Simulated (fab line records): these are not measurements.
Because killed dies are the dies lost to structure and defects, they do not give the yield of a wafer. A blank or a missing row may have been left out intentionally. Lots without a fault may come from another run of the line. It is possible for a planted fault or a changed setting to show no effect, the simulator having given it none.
Chamber matching || flow n5_finfet || N5_BEOL_M2_VIA_ETCH_34 on rie_diel-05: 4 sister chambers
The step etches the open film in C4F6/O2, target depth 69.4 nm, time 65.9 s. 18 wafers are shown with their chamber, then 9 later ones without.

WAFERS, EACH WITH ITS CHAMBER
{"wafer": "L076.3", "chamber": 1, "drypump_motor_current_A (A)": 5.1, "rf_vpp_V (V)": 645, "throttle_valve_pct (%)": 30.11}
{"wafer": "L076.4", "chamber": 0, "drypump_motor_current_A (A)": 6.4, "rf_vpp_V (V)": 667, "throttle_valve_pct (%)": 30.55}
{"wafer": "L076.6", "chamber": 1, "drypump_motor_current_A (A)": 5.1, "rf_vpp_V (V)": 646, "throttle_valve_pct (%)": 30.11}
{"wafer": "L077.1", "chamber": 1, "drypump_motor_current_A (A)": 5.1, "rf_vpp_V (V)": 648, "throttle_valve_pct (%)": 30.14}
{"wafer": "L077.2", "chamber": 0, "drypump_motor_current_A (A)": 6.4, "rf_vpp_V (V)": 666, "throttle_valve_pct (%)": 30.56}
{"wafer": "L077.6", "chamber": 3, "drypump_motor_current_A (A)": 5.7, "rf_vpp_V (V)": 677, "throttle_valve_pct (%)": 31.28}
{"wafer": "L081.2", "chamber": 1, "drypump_motor_current_A (A)": 5.1, "rf_vpp_V (V)": 646, "throttle_valve_pct (%)": 30.14}
{"wafer": "L081.3", "chamber": 3, "drypump_motor_current_A (A)": 5.7, "rf_vpp_V (V)": 677, "throttle_valve_pct (%)": 31.31}
{"wafer": "L081.6", "chamber": 0, "drypump_motor_current_A (A)": 6.4, "rf_vpp_V (V)": 665, "throttle_valve_pct (%)": 30.55}
{"wafer": "L082.1", "chamber": 3, "drypump_motor_current_A (A)": 5.7, "rf_vpp_V (V)": 677, "throttle_valve_pct (%)": 31.30}
{"wafer": "L082.4", "chamber": 0, "drypump_motor_current_A (A)": 6.4, "rf_vpp_V (V)": 668, "throttle_valve_pct (%)": 30.57}
{"wafer": "L082.5", "chamber": 2, "drypump_motor_current_A (A)": 6.0, "rf_vpp_V (V)": 665, "throttle_valve_pct (%)": 30.79}
{"wafer": "L085.1", "chamber": 0, "drypump_motor_current_A (A)": 6.5, "rf_vpp_V (V)": 666, "throttle_valve_pct (%)": 30.59}
{"wafer": "L085.4", "chamber": 0, "drypump_motor_current_A (A)": 6.5, "rf_vpp_V (V)": 665, "throttle_valve_pct (%)": 30.56}
{"wafer": "L085.5", "chamber": 1, "drypump_motor_current_A (A)": 5.1, "rf_vpp_V (V)": 646, "throttle_valve_pct (%)": 30.15}
{"wafer": "L089.2", "chamber": 0, "drypump_motor_current_A (A)": 6.5, "rf_vpp_V (V)": 666, "throttle_valve_pct (%)": 30.59}
{"wafer": "L089.3", "chamber": 2, "drypump_motor_current_A (A)": 5.9, "rf_vpp_V (V)": 664, "throttle_valve_pct (%)": 30.58}
{"wafer": "L089.4", "chamber": 1, "drypump_motor_current_A (A)": 5.1, "rf_vpp_V (V)": 646, "throttle_valve_pct (%)": 30.13}

SIGNATURES (means of the wafers above)
{"reading": "drypump_motor_current_A", "chamber 0": 6.443, "chamber 1": 5.100, "chamber 2": 5.950, "chamber 3": 5.700, "scatter within a chamber": 0.0398}
{"reading": "rf_vpp_V", "chamber 0": 666.14, "chamber 1": 646.17, "chamber 2": 664.50, "chamber 3": 677.00, "scatter within a chamber": 0.933}
{"reading": "throttle_valve_pct", "chamber 0": 30.5671, "chamber 1": 30.1300, "chamber 2": 30.6850, "chamber 3": 31.2967, "scatter within a chamber": 0.0428}
Rule: for each reading, subtract the chamber's mean from the wafer's reading, divide by that reading's scatter and square the result; add these up over the readings and take the root, which gives the wafer's distance from the chamber. If the next closest chamber is less than 2 further off than the closest, the wafer can't be placed; otherwise it belongs to the closest. The scatter is the square root of a quotient: the sum, over the shown wafers, of each reading's squared deviation from its chamber's mean, divided by wafers minus chambers.

WAFERS WITH NO CHAMBER GIVEN
{"wafer": "L093.1", "drypump_motor_current_A (A)": 5.7, "rf_vpp_V (V)": 677, "throttle_valve_pct (%)": 31.03}
{"wafer": "L093.4", "drypump_motor_current_A (A)": 6.5, "rf_vpp_V (V)": 664, "throttle_valve_pct (%)": 30.59}
{"wafer": "L093.5", "drypump_motor_current_A (A)": 5.7, "rf_vpp_V (V)": 676, "throttle_valve_pct (%)": 31.03}
{"wafer": "L094.1", "drypump_motor_current_A (A)": 5.1, "rf_vpp_V (V)": 645, "throttle_valve_pct (%)": 30.17}
{"wafer": "L094.2", "drypump_motor_current_A (A)": 6.4, "rf_vpp_V (V)": 664, "throttle_valve_pct (%)": 30.60}
{"wafer": "L094.4", "drypump_motor_current_A (A)": 6.4, "rf_vpp_V (V)": 664, "throttle_valve_pct (%)": 30.59}
{"wafer": "L096.3", "drypump_motor_current_A (A)": 6.0, "rf_vpp_V (V)": 665, "throttle_valve_pct (%)": 30.60}
{"wafer": "L096.4", "drypump_motor_current_A (A)": 5.1, "rf_vpp_V (V)": 644, "throttle_valve_pct (%)": 30.17}
{"wafer": "L096.5", "drypump_motor_current_A (A)": 6.0, "rf_vpp_V (V)": 666, "throttle_valve_pct (%)": 30.60}

CHAMBER TAKEN BY EACH
{"wafer": "L093.1", "from the rows above": 3, "in truth": 3}
{"wafer": "L093.4", "from the rows above": 0, "in truth": 0}
{"wafer": "L093.5", "from the rows above": 3, "in truth": 3}
{"wafer": "L094.1", "from the rows above": 1, "in truth": 1}
{"wafer": "L094.2", "from the rows above": 0, "in truth": 0}
{"wafer": "L094.4", "from the rows above": 0, "in truth": 0}
{"wafer": "L096.3", "from the rows above": 2, "in truth": 2}
{"wafer": "L096.4", "from the rows above": 1, "in truth": 1}
{"wafer": "L096.5", "from the rows above": 2, "in truth": 2}
9 of 9 placed correctly. Not placeable from these rows: 0. Wrongly placed: 0.
